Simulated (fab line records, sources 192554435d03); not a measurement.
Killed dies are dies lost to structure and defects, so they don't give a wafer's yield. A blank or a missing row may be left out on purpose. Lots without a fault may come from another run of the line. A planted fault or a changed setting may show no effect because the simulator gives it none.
Split-lot experiment | flow n5_finfet | 7 lots, 21 wafers read, on a route of 1938 steps

THE SPLIT
At N5_BEOL_M13_EXPOSE_25 (exposes mask M13, target cd 210 nm), the setting dose_mj was moved away from the recipe's 22 on 6 of the 21 wafers read, by -4.7% to +2.9%. The other wafers ran this setting at the recipe's value.

FROM THE SPLIT TO THE READING: what the file shows between them, 3 steps
- N5_BEOL_M13_PEB_26: peb time 90 s
- N5_BEOL_M13_DEVELOP_27: develop time 45 s
- N5_BEOL_M13_HARDBAKE_32: time 120 s

THE READING
cd_nm, in nm, at N5_BEOL_M13_CD_MEAS_28 (target cd 209.5 nm). Fault-free wafers of this fab line usually give 208.6 nm, standard deviation 1.2 nm.

wafer  | tool, chamber at the split | dose_mj as run | against the recipe | cd_nm, nm | against lot-mates on the recipe
L074.2 | krf_scanner-02, 0          | 22             | recipe             | 209.3     | -
L074.5 | krf_scanner-02, 0          | 22             | recipe             | 210.1     | -
L074.6 | krf_scanner-02, 0          | 22             | recipe             | 207.5     | -
L079.1 | krf_scanner-01, 0          | 22             | recipe             | 208.3     | -
L079.2 | krf_scanner-01, 0          | 22             | recipe             | 207.1     | -
L079.6 | krf_scanner-01, 0          | 22             | recipe             | 208.7     | -
L080.1 | krf_scanner-02, 0          | 22             | recipe             | 206.1     | -
L080.4 | krf_scanner-02, 0          | 21.32          | -3.1%              | 202.6     | -2.9
L080.5 | krf_scanner-02, 0          | 22             | recipe             | 204.9     | -
L084.1 | krf_scanner-01, 0          | 21.17          | -3.8%              | 205.3     | -3.0
L084.3 | krf_scanner-01, 0          | 22             | recipe             | 208.3     | -
L084.6 | krf_scanner-01, 0          | 21.17          | -3.8%              | 204.4     | -3.9
L087.4 | krf_scanner-01, 0          | 22             | recipe             | 210.3     | -
L087.5 | krf_scanner-01, 0          | 22             | recipe             | 210.6     | -
L087.6 | krf_scanner-01, 0          | 20.97          | -4.7%              | 205.7     | -4.8
L088.2 | krf_scanner-01, 0          | 22             | recipe             | 211.0     | -
L088.4 | krf_scanner-01, 0          | 22             | recipe             | 209.4     | -
L088.5 | krf_scanner-01, 0          | 22             | recipe             | 209.8     | -
L091.1 | krf_scanner-01, 0          | 22.64          | +2.9%              | 209.9     | +0.9
L091.2 | krf_scanner-01, 0          | 22.64          | +2.9%              | 210.3     | +1.3
L091.4 | krf_scanner-01, 0          | 22             | recipe             | 209.0     | -

THE FIT
A straight line over all 21 wafers: cd_nm changes by +0.878 nm for each +1% of dose_mj; r = +0.71; the points scatter about the line by 1.7 nm.
The same after taking each lot's own level away (the mean of its wafers on the recipe; 21 wafers): +0.8 nm for each +1%; r = +0.90; scatter 0.76 nm.
On that fit, the largest move of dose_mj shifts the reading by 3.7 nm.
The lots' own levels span 205.50 to 210.45 nm, that is 4.1 times the standard deviation above.
So the lot-to-lot level blurs the effect unless lot-mates are compared.
Check: with one of the wafers moved furthest among these (-4.7%) left out of the fit, the line predicts -3.65 nm for it against its lot-mates. It came out at -4.75 nm against them.

OTHER SPLITS ON THESE WAFERS
These wafers also went through other splits before the reading. Each is held against what the fit with the lots' levels taken away leaves over:
other split on the same wafers    | wafers away from the commonest value | r with cd_nm (lot level and that fit taken away)
N5_BEOL_M12_TRENCH_ETCH_34 time_s | 5                                    | +0.19
N5_BEOL_M12_SPUTTER_44 time_s     | 5                                    | -0.01

THE FILE'S OWN FIT
cd_nm changes by +0.875 nm for each +1% of dose_mj, r = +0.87.
